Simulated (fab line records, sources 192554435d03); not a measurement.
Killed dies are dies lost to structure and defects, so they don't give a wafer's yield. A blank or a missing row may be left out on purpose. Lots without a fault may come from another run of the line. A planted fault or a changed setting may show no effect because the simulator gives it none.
Which tool did it? | flow n5_finfet | 12 lots, 34 wafers sampled, at 6 steps of a route of 1938

WHAT THE GAUGES READ, wafer by wafer
The record holds no reading of a measuring or inspecting step that can be judged against a usual standard deviation.

WHICH TOOL RAN EACH LOT (tool, then ch and the chambers of the sampled wafers, then the start)
lot  | N5_BEOL_M5_ALD_86                   | N5_BEOL_M5_ANNEAL_82         | N5_BEOL_M5_SPUTTER_83        | N5_BEOL_M5_ECD_50              | N5_BEOL_M5_CMP_52             | N5_PASSIVATION_PROBE_49
L187 | ald_metal-04 ch 0,2,3, day 9 02:51  | pvd_sputter-01, day 9 04:32  | pvd_sputter-01, day 9 05:33  | ecd_cu-02 ch 0,1, day 9 07:50  | cmp-03 ch 0,2,3, day 9 08:16  | -
L188 | ald_metal-02 ch 0,3, day 9 03:06    | pvd_sputter-03, day 9 04:42  | pvd_sputter-03, day 9 05:43  | ecd_cu-01 ch 0,1, day 9 08:00  | cmp-02 ch 1,2,3, day 9 08:46  | -
L189 | ald_metal-02 ch 0,3, day 9 20:07    | pvd_sputter-01, day 9 21:53  | pvd_sputter-01, day 9 22:53  | ecd_cu-02 ch 0,1, day 10 01:12 | cmp-02 ch 2,3, day 10 01:36   | -
L191 | ald_metal-02 ch 1,2,3, day 10 07:18 | pvd_sputter-02, day 10 09:13 | pvd_sputter-02, day 10 10:14 | ecd_cu-02 ch 0, day 10 12:31   | cmp-01 ch 1,2,3, day 10 12:56 | -
L190 | ald_metal-04 ch 0,1,3, day 10 07:33 | pvd_sputter-01, day 10 09:28 | pvd_sputter-01, day 10 10:28 | ecd_cu-01 ch 0,1, day 10 12:46 | cmp-03 ch 1,2,3, day 10 13:11 | -
L192 | ald_metal-01 ch 0,1,3, day 10 08:55 | pvd_sputter-03, day 10 12:44 | pvd_sputter-03, day 10 13:44 | ecd_cu-02 ch 0,1, day 10 16:03 | cmp-01 ch 1,2,3, day 10 16:30 | -
L194 | ald_metal-02 ch 0,1,3, day 10 13:35 | pvd_sputter-02, day 10 15:29 | pvd_sputter-02, day 10 16:29 | ecd_cu-01 ch 0,1, day 10 18:47 | cmp-02 ch 0,1,2, day 10 20:23 | -
L195 | ald_metal-01 ch 1,2, day 11 01:07   | pvd_sputter-01, day 11 03:06 | pvd_sputter-01, day 11 04:06 | ecd_cu-01 ch 0,1, day 11 06:23 | cmp-02 ch 0,1,3, day 11 06:47 | -
L196 | ald_metal-04 ch 1,3, day 11 09:56   | pvd_sputter-02, day 11 11:54 | pvd_sputter-02, day 11 12:54 | ecd_cu-01 ch 0,1, day 11 15:13 | cmp-02 ch 0,2, day 11 15:35   | prober-01, day 15 07:43
L206 | ald_metal-02 ch 0,2,3, day 14 02:23 | pvd_sputter-01, day 14 04:05 | pvd_sputter-01, day 14 05:05 | ecd_cu-02 ch 0,1, day 14 07:24 | cmp-01 ch 2,3, day 14 07:46   | -
L207 | ald_metal-02 ch 0,1, day 14 03:18   | pvd_sputter-03, day 14 07:17 | pvd_sputter-03, day 14 08:17 | ecd_cu-02 ch 0,1, day 14 10:35 | cmp-01 ch 1,2,3, day 14 11:39 | -
L209 | ald_metal-04 ch 1,3, day 14 13:38   | pvd_sputter-01, day 14 15:30 | pvd_sputter-01, day 14 16:30 | ecd_cu-02 ch 0,1, day 14 18:49 | cmp-01 ch 2,3, day 14 19:16   | -
- N5_BEOL_M5_ALD_86: deposits TaN, pulse time 2 s, purge time 3 s, co reactant purge time 2 s.
- N5_BEOL_M5_ANNEAL_82: time 1800 s.
- N5_BEOL_M5_SPUTTER_83: material Cu, target thk 15 nm, time 27.62 s.
- N5_BEOL_M5_ECD_50: material Cu, target thk 300 nm.
- N5_BEOL_M5_CMP_52: polishes, stops on SiCOH lowk, t overpolish 6.9 s, target thk 62 nm.
- N5_PASSIVATION_PROBE_49

WHAT THE TOOLS THEMSELVES READ (means of the sampled wafers that have a number; where no wafer has one, the mark that the record gives instead)
N5_BEOL_M5_ALD_86. Usual: heater_power_w 443 W, standard deviation 42.
lot  | tool         | heater_power_w (W) | flag
L187 | ald_metal-04 | 429                |
L188 | ald_metal-02 | 435                |
L189 | ald_metal-02 | 436                |
L191 | ald_metal-02 | 445                |
L190 | ald_metal-04 | 454                |
L192 | ald_metal-01 | 413                |
L194 | ald_metal-02 | 462                |
L195 | ald_metal-01 | 453                |
L196 | ald_metal-04 | 486                |
L206 | ald_metal-02 | 446                |
L207 | ald_metal-02 | 470                |
L209 | ald_metal-04 | 480                |

N5_BEOL_M5_ANNEAL_82. Usual: heater_power_w 848 W, standard deviation 58.
lot  | tool           | heater_power_w (W) | flag
L187 | pvd_sputter-01 | 890                |
L188 | pvd_sputter-03 | 886                |
L189 | pvd_sputter-01 | 889                |
L191 | pvd_sputter-02 | 825                |
L190 | pvd_sputter-01 | 835                |
L192 | pvd_sputter-03 | 856                |
L194 | pvd_sputter-02 | 806                |
L195 | pvd_sputter-01 | 901                |
L196 | pvd_sputter-02 | 846                |
L206 | pvd_sputter-01 | 899                |
L207 | pvd_sputter-03 | 813                |
L209 | pvd_sputter-01 | 874                |

N5_BEOL_M5_SPUTTER_83. Usual: substrate_temp_c -20.00 C, standard deviation 0.1; throttle_valve_pct 29.7 %, standard deviation 0.88.
lot  | tool           | substrate_temp_c (C) | throttle_valve_pct (%) | flag
L187 | pvd_sputter-01 | -20.13               | 29.8                   |
L188 | pvd_sputter-03 | -19.98               | 29.3                   |
L189 | pvd_sputter-01 | -20.01               | 29.1                   |
L191 | pvd_sputter-02 | -20.06               | 30.3                   |
L190 | pvd_sputter-01 | -19.97               | 29.1                   |
L192 | pvd_sputter-03 | -19.95               | 29.0                   |
L194 | pvd_sputter-02 | -19.95               | 30.3                   |
L195 | pvd_sputter-01 | -20.04               | 29.0                   |
L196 | pvd_sputter-02 | -20.03               | 29.8                   |
L206 | pvd_sputter-01 | -19.97               | 29.2                   |
L207 | pvd_sputter-03 | -19.95               | 29.5                   |
L209 | pvd_sputter-01 | -20.02               | 28.5                   |

N5_BEOL_M5_CMP_52. Usual: motor_current_A 6.2 A, standard deviation 0.8; time_to_endpoint_s 62 s, standard deviation 3.4.
lot  | tool   | motor_current_A (A) | time_to_endpoint_s (s) | flag
L187 | cmp-03 | 6.5                 | 62                     |
L188 | cmp-02 | 6.6                 | 65                     |
L189 | cmp-02 | 6.0                 | 62                     |
L191 | cmp-01 | 5.5                 | 58                     |
L190 | cmp-03 | 6.0                 | 61                     |
L192 | cmp-01 | 5.4                 | 58                     |
L194 | cmp-02 | 6.6                 | 62                     |
L195 | cmp-02 | 6.5                 | 63                     |
L196 | cmp-02 | 6.8                 | 46                     | OFF
L206 | cmp-01 | 4.9                 | 64                     |
L207 | cmp-01 | 5.5                 | 61                     |
L209 | cmp-01 | 4.8                 | 63                     |

N5_PASSIVATION_PROBE_49. Usual: defect_limited_yield 91.7 %, standard deviation 1.4; killed_at_M0_to_M3 31, standard deviation 11; killed_at_M4_up 13, standard deviation 4.6; killed_at_contacts 13, standard deviation 6.7; killed_at_front_end 39, standard deviation 9.6; killed_at_other 3.5, standard deviation 2.8; killed_dies 98, standard deviation 16; killed_open 64, standard deviation 11; killed_short 33, standard deviation 8.5; sort_bin_5_function 4.9 %, standard deviation 0.96; sort_bin_6_memory 3.1 %, standard deviation 0.59; sort_bin_8_speed 0.2 %, standard deviation 1.3; sort_n_pass 1080, standard deviation 23.
lot  | tool      | defect_limited_yield (%) | killed_at_M0_to_M3 | killed_at_M4_up | killed_at_contacts | killed_at_front_end | killed_at_other | killed_dies | killed_open | killed_short | sort_bin_5_function (%) | sort_bin_6_memory (%) | sort_bin_8_speed (%) | sort_n_pass | flag
L196 | prober-01 | 91.1                     | 38                 | 25              | 9                  | 32                  | 1.0             | 105         | 65          | 40           | 5.8                     | 2.9                   | 0.0                  | 1075        |

THE ANSWER, worked out from the rows above alone
Rule: a lot is off if the mean of its wafers that have a number lies more than 3 standard deviations from the usual mean. A lot without any number at a reading at which 4 lots or more have one is off too. The other lots that the step has rows for count as sound. The gauges are gone through in route order, then the tools' own readings, and for those a lot's mean is taken as printed above. The first step at which some lot is off is used, and at that step the reading that is off furthest; a lot without a number counts as furthest.
Off: L196, at N5_BEOL_M5_CMP_52 (time_to_endpoint_s).
A tool fits if, at that step or a process step before it, it ran every lot that is off, and no sound lot after the first of them. Can't be told from this: 3 tools fit, pvd_sputter-02 at N5_BEOL_M5_ANNEAL_82 and N5_BEOL_M5_SPUTTER_83, ecd_cu-01 at N5_BEOL_M5_ECD_50, cmp-02 at N5_BEOL_M5_CMP_52.

WHAT THE SIMULATOR HAD PUT IN
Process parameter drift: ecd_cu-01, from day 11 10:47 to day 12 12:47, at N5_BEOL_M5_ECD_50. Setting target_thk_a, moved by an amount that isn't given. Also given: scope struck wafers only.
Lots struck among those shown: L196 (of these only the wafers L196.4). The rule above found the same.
